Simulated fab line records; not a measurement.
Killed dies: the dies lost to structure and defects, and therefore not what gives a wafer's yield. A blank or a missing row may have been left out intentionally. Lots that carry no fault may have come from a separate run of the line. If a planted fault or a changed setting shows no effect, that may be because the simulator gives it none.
Which of the tools did it? -- flow nand-harc -- Sampling: 24 lots, 72 wafers, 2 of 1302 route steps

WHAT THE GAUGES SHOWED, per wafer
NHARC_P_BONDPAD_INSPECT_23.
lot,measured,on,raw-defect-count
L074,day 6 16:59,defect-inspect-01,606 226 523
L075,day 7 07:55,defect-inspect-01,161 228 144
L076,day 7 08:37,defect-inspect-02,350 369 316
L077,day 7 23:04,defect-inspect-02,243 298 296
L078,day 8 06:45,defect-inspect-02,461 472 429
L079,day 8 23:07,defect-inspect-02,382 316 328
L080,day 9 08:37,defect-inspect-01,378 350 383
L081,day 9 20:46,defect-inspect-01,298 442 274
L082,day 10 09:31,defect-inspect-01,436 358 366
L083,day 10 16:42,defect-inspect-01,463 350 459
L084,day 11 07:54,defect-inspect-01,251 254 241
L086,day 11 15:31,defect-inspect-02,411 426 379
L085,day 11 15:59,defect-inspect-02,397 523 581
L087,day 12 03:01,defect-inspect-02,358 485 485
L088,day 12 20:11,defect-inspect-02,259 182 346
L089,day 13 07:22,defect-inspect-01,297 288 158
L090,day 13 10:42,defect-inspect-02,619 408 285
L091,day 13 23:19,defect-inspect-01,294 423 288
L092,day 14 07:48,defect-inspect-01,335 273 279
L093,day 14 08:18,defect-inspect-01,104 130 125
L094,day 14 22:14,defect-inspect-01,255 366 190
L095,day 15 08:13,defect-inspect-02,288 200 253
L096,day 15 17:16,defect-inspect-01,402 298 337
L097,day 16 08:17,defect-inspect-02,492 189 325

WHICH TOOL RAN EACH LOT (tool, then ch and the chambers of the sampled wafers, then the start)
lot,NHARC_P_BONDPAD_CMP_19
L074,"cmp-04 ch 1,2, day 6 16:26"
L075,"cmp-04 ch 1,2, day 7 07:24"
L076,"cmp-04 ch 0,1,3, day 7 08:04"
L077,"cmp-02 ch 0,3, day 7 22:33"
L078,"cmp-02 ch 0,1,2, day 8 06:13"
L079,"cmp-02 ch 0,2,3, day 8 22:35"
L080,"cmp-02 ch 1,2,3, day 9 08:07"
L081,"cmp-01 ch 1,2, day 9 20:14"
L082,"cmp-02 ch 0,3, day 10 08:59"
L083,"cmp-04 ch 0,1,2, day 10 16:13"
L084,"cmp-04 ch 1,2, day 11 07:20"
L086,"cmp-01 ch 2,3, day 11 14:59"
L085,"cmp-04 ch 0,2,3, day 11 15:28"
L087,"cmp-02 ch 0,1,2, day 12 02:35"
L088,"cmp-04 ch 1,2,3, day 12 19:40"
L089,"cmp-01 ch 0,1,2, day 13 06:52"
L090,"cmp-04 ch 1,3, day 13 10:11"
L091,"cmp-01 ch 0,1,2, day 13 22:46"
L092,"cmp-02 ch 1,2,3, day 14 07:16"
L093,"cmp-01 ch 0,1,3, day 14 07:50"
L094,"cmp-04 ch 0,1,3, day 14 21:43"
L095,"cmp-04 ch 0,2, day 15 07:43"
L096,"cmp-02 ch 0,1,2, day 15 16:44"
L097,"cmp-02 ch 0,1, day 16 07:44"
- NHARC_P_BONDPAD_CMP_19: polishes, t overpolish 30 s, cu recess touch 16 s, target thk 160.81 nm.

WHAT THE TOOLS THEMSELVES READ (means of the sampled wafers that have a number; where no wafer has one, the mark that the record gives instead)
NHARC_P_BONDPAD_CMP_19.
lot,tool,motor-current-A (A),overpolish-run-s (s)
L074,cmp-04,13.5,29.999
L075,cmp-04,13.4,29.995
L076,cmp-04,12.5,30.008
L077,cmp-02,11.3,30.001
L078,cmp-02,11.4,29.995
L079,cmp-02,11.3,30.001
L080,cmp-02,11.5,29.999
L081,cmp-01,12.2,30.004
L082,cmp-02,11.2,29.998
L083,cmp-04,12.9,29.988
L084,cmp-04,13.1,30.001
L086,cmp-01,11.9,29.998
L085,cmp-04,12.7,30.005
L087,cmp-02,11.2,30.004
L088,cmp-04,13.4,29.998
L089,cmp-01,11.3,29.998
L090,cmp-04,12.9,30.007
L091,cmp-01,11.6,30.016
L092,cmp-02,11.5,30.002
L093,cmp-01,11.0,30.004
L094,cmp-04,12.3,29.999
L095,cmp-04,13.4,29.997
L096,cmp-02,11.3,29.996
L097,cmp-02,11.5,30.002

THE ANSWER, worked out from the rows above alone
Rule: the usual values come from the lots themselves. Put in order of their means at a reading, lots are off if they are a third of the lots or fewer, leave a main group of 4 or more, and stand apart from it by a gap of 3 or more times the standard deviation of the main group's means; of several such gaps the widest counts. A main group is skipped when, at the precision printed for the reading in the tables above, its means are all equal. Also off: a lot with no number at a reading for which 4 or more lots have one. Where the step has rows for the other lots, those lots are counted as sound. After the gauges, taken in route order, come the tools' own readings; for these a lot's mean is taken, as printed above. The first step at which some lot is off is used, and at that step the reading that is off furthest; a lot without a number counts as furthest.
None of the lots is off at any reading shown; this tells nothing.

WHAT HAD BEEN PUT IN BY THE SIMULATOR
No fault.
